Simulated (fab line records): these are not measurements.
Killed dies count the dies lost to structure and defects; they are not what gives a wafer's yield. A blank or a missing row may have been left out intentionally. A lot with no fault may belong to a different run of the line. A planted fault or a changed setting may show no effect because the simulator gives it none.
Chamber matching    flow n5 finfet    rie diel-04 running N5_MOL_CONTACT_COAG_VIA_ETCH_117: 4 sister chambers
The step etches SiO2 in C4F6/O2, target depth 40 nm, overetch 8 nm, time 26 s. 20 wafers are shown with their chamber, then 10 later ones without.

== WAFERS, EACH WITH ITS CHAMBER ==
wafer   chamber  showerhead plenum p Torr (Torr)  rf vpp V (V)  oes_f_703_au (a.u.)
L076.2  2        2.89                             1561          0.90
L076.3  3        2.90                             1578          0.90
L076.5  2        2.89                             1560          0.90
L077.4  0        2.81                             1575          0.72
L077.5  2        2.89                             1560          0.89
L077.6  3        2.89                             1577          0.89
L079.2  0        2.81                             1575          0.72
L079.5  3        2.89                             1577          0.87
L079.6  2        2.89                             1559          0.88
L085.1  1        2.78                             1559          0.90
L085.2  0        2.80                             1575          0.71
L085.3  3        2.89                             1578          0.87
L087.2  1        2.78                             1557          0.88
L087.4  0        2.80                             1576          0.71
L087.5  0        2.80                             1574          0.71
L088.2  3        2.89                             1575          0.86
L088.3  0        2.80                             1575          0.71
L088.5  2        2.88                             1560          0.86
L089.3  2        2.88                             1560          0.86
L089.4  1        2.78                             1557          0.88

SIGNATURES, as means of the wafers listed above
reading                   chamber 0  chamber 1  chamber 2  chamber 3  scatter within a chamber
showerhead plenum p Torr  2.8033     2.7800     2.8867     2.8920     0.00465
rf vpp V                  1575.00    1557.67    1560.00    1577.00    0.89
oes_f_703_au              0.7133     0.8867     0.8817     0.8780     0.0141
Rule: for a wafer and a chamber, the distance is found by dividing, reading by reading, the gap between the wafer's reading and the chamber's mean by the reading's scatter, squaring, summing and taking the root. The wafer belongs to the nearest chamber; if the next one is less than 2 further off, it can't be placed. The scatter is the square root of a quotient: the sum, over the shown wafers, of each reading's squared deviation from its chamber's mean, divided by wafers minus chambers.

== WAFERS MISSING THEIR CHAMBER ==
wafer   showerhead plenum p Torr (Torr)  rf vpp V (V)  oes_f_703_au (a.u.)
L089.5  2.78                             1561          0.88
L090.2  2.77                             1559          0.88
L090.3  2.88                             1559          0.86
L090.4  2.80                             1576          0.71
L092.2  2.88                             1559          0.86
L092.5  2.80                             1574          0.70
L092.6  2.77                             1559          0.87
L094.1  2.88                             1576          0.84
L094.2  2.77                             1558          0.88
L094.3  2.88                             1559          0.84

== EACH ONE'S CHAMBER ==
wafer   from the rows above  in truth
L089.5  1                    1
L090.2  1                    1
L090.3  2                    2
L090.4  0                    0
L092.2  2                    2
L092.5  0                    0
L092.6  1                    1
L094.1  3                    3
L094.2  1                    1
L094.3  2                    2
Correct placement for 10 of the 10. Can't be placed from these rows: 0. Number placed wrongly: 0.
